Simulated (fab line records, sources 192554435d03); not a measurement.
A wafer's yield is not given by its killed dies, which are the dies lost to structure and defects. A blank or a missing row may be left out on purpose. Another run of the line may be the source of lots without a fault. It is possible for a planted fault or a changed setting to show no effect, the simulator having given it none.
Chamber matching || flow n5-finfet || 4 sister chambers for N5_MOL_CONTACT_COAG_ETCHBACK_132 on rie-diel-02
The step etches SiO2 in CHF3, target depth 10 nm, time 6.7 s. 16 wafers are shown with their chamber, then 8 later ones without.

WAFERS PAIRED WITH THEIR CHAMBERS
{"wafer": "L075.4", "chamber": 1, "throttle-valve-pct (%)": 18.18, "drypump-motor-current-A (A)": 5.5, "showerhead-plenum-p-Torr (Torr)": 2.34}
{"wafer": "L075.5", "chamber": 0, "throttle-valve-pct (%)": 18.48, "drypump-motor-current-A (A)": 5.0, "showerhead-plenum-p-Torr (Torr)": 2.33}
{"wafer": "L075.6", "chamber": 3, "throttle-valve-pct (%)": 18.92, "drypump-motor-current-A (A)": 5.9, "showerhead-plenum-p-Torr (Torr)": 2.37}
{"wafer": "L077.1", "chamber": 1, "throttle-valve-pct (%)": 18.19, "drypump-motor-current-A (A)": 5.5, "showerhead-plenum-p-Torr (Torr)": 2.34}
{"wafer": "L077.2", "chamber": 2, "throttle-valve-pct (%)": 18.79, "drypump-motor-current-A (A)": 6.2, "showerhead-plenum-p-Torr (Torr)": 2.33}
{"wafer": "L077.4", "chamber": 3, "throttle-valve-pct (%)": 18.92, "drypump-motor-current-A (A)": 6.0, "showerhead-plenum-p-Torr (Torr)": 2.37}
{"wafer": "L079.1", "chamber": 3, "throttle-valve-pct (%)": 18.93, "drypump-motor-current-A (A)": 6.0, "showerhead-plenum-p-Torr (Torr)": 2.37}
{"wafer": "L079.3", "chamber": 1, "throttle-valve-pct (%)": 18.20, "drypump-motor-current-A (A)": 5.5, "showerhead-plenum-p-Torr (Torr)": 2.34}
{"wafer": "L079.6", "chamber": 3, "throttle-valve-pct (%)": 18.93, "drypump-motor-current-A (A)": 6.0, "showerhead-plenum-p-Torr (Torr)": 2.37}
{"wafer": "L081.2", "chamber": 3, "throttle-valve-pct (%)": 18.93, "drypump-motor-current-A (A)": 5.9, "showerhead-plenum-p-Torr (Torr)": 2.36}
{"wafer": "L081.3", "chamber": 2, "throttle-valve-pct (%)": 18.77, "drypump-motor-current-A (A)": 6.3, "showerhead-plenum-p-Torr (Torr)": 2.33}
{"wafer": "L081.5", "chamber": 1, "throttle-valve-pct (%)": 18.19, "drypump-motor-current-A (A)": 5.5, "showerhead-plenum-p-Torr (Torr)": 2.34}
{"wafer": "L083.2", "chamber": 3, "throttle-valve-pct (%)": 18.94, "drypump-motor-current-A (A)": 6.0, "showerhead-plenum-p-Torr (Torr)": 2.36}
{"wafer": "L083.5", "chamber": 0, "throttle-valve-pct (%)": 18.48, "drypump-motor-current-A (A)": 5.0, "showerhead-plenum-p-Torr (Torr)": 2.33}
{"wafer": "L083.6", "chamber": 3, "throttle-valve-pct (%)": 18.95, "drypump-motor-current-A (A)": 5.9, "showerhead-plenum-p-Torr (Torr)": 2.36}
{"wafer": "L089.1", "chamber": 3, "throttle-valve-pct (%)": 18.97, "drypump-motor-current-A (A)": 6.0, "showerhead-plenum-p-Torr (Torr)": 2.36}

SIGNATURES (averages over the wafers above)
{"reading": "throttle-valve-pct", "chamber 0": 18.4800, "chamber 1": 18.1900, "chamber 2": 18.7800, "chamber 3": 18.9363, "scatter within a chamber": 0.0141}
{"reading": "drypump-motor-current-A", "chamber 0": 5.000, "chamber 1": 5.500, "chamber 2": 6.250, "chamber 3": 5.963, "scatter within a chamber": 0.0445}
{"reading": "showerhead-plenum-p-Torr", "chamber 0": 2.3300, "chamber 1": 2.3400, "chamber 2": 2.3300, "chamber 3": 2.3650, "scatter within a chamber": 0.00408}
Rule: for each reading, subtract the chamber's mean from the wafer's reading, divide by that reading's scatter and square the result; add these up over the readings and take the root, which gives the wafer's distance from the chamber. The wafer belongs to the nearest chamber; if the next one is less than 2 further off, it can't be placed. The scatter is the square root of a quotient: the sum, over the shown wafers, of each reading's squared deviation from its chamber's mean, divided by wafers minus chambers.

WAFERS WHOSE CHAMBER IS MISSING
{"wafer": "L089.4", "throttle-valve-pct (%)": 18.52, "drypump-motor-current-A (A)": 5.1, "showerhead-plenum-p-Torr (Torr)": 2.32}
{"wafer": "L089.5", "throttle-valve-pct (%)": 18.50, "drypump-motor-current-A (A)": 5.0, "showerhead-plenum-p-Torr (Torr)": 2.32}
{"wafer": "L093.3", "throttle-valve-pct (%)": 18.26, "drypump-motor-current-A (A)": 5.5, "showerhead-plenum-p-Torr (Torr)": 2.33}
{"wafer": "L093.4", "throttle-valve-pct (%)": 18.50, "drypump-motor-current-A (A)": 5.0, "showerhead-plenum-p-Torr (Torr)": 2.32}
{"wafer": "L093.6", "throttle-valve-pct (%)": 18.98, "drypump-motor-current-A (A)": 6.0, "showerhead-plenum-p-Torr (Torr)": 2.35}
{"wafer": "L097.3", "throttle-valve-pct (%)": 18.99, "drypump-motor-current-A (A)": 5.9, "showerhead-plenum-p-Torr (Torr)": 2.35}
{"wafer": "L097.5", "throttle-valve-pct (%)": 18.97, "drypump-motor-current-A (A)": 6.0, "showerhead-plenum-p-Torr (Torr)": 2.35}
{"wafer": "L097.6", "throttle-valve-pct (%)": 18.82, "drypump-motor-current-A (A)": 6.2, "showerhead-plenum-p-Torr (Torr)": 2.32}

CHAMBER TAKEN BY EACH
{"wafer": "L089.4", "from the rows above": 0, "in truth": 0}
{"wafer": "L089.5", "from the rows above": 0, "in truth": 0}
{"wafer": "L093.3", "from the rows above": 1, "in truth": 1}
{"wafer": "L093.4", "from the rows above": 0, "in truth": 0}
{"wafer": "L093.6", "from the rows above": 3, "in truth": 3}
{"wafer": "L097.3", "from the rows above": 3, "in truth": 3}
{"wafer": "L097.5", "from the rows above": 3, "in truth": 3}
{"wafer": "L097.6", "from the rows above": 2, "in truth": 2}
8 of 8 placed correctly. Not placeable from these rows: 0. Number placed wrongly: 0.
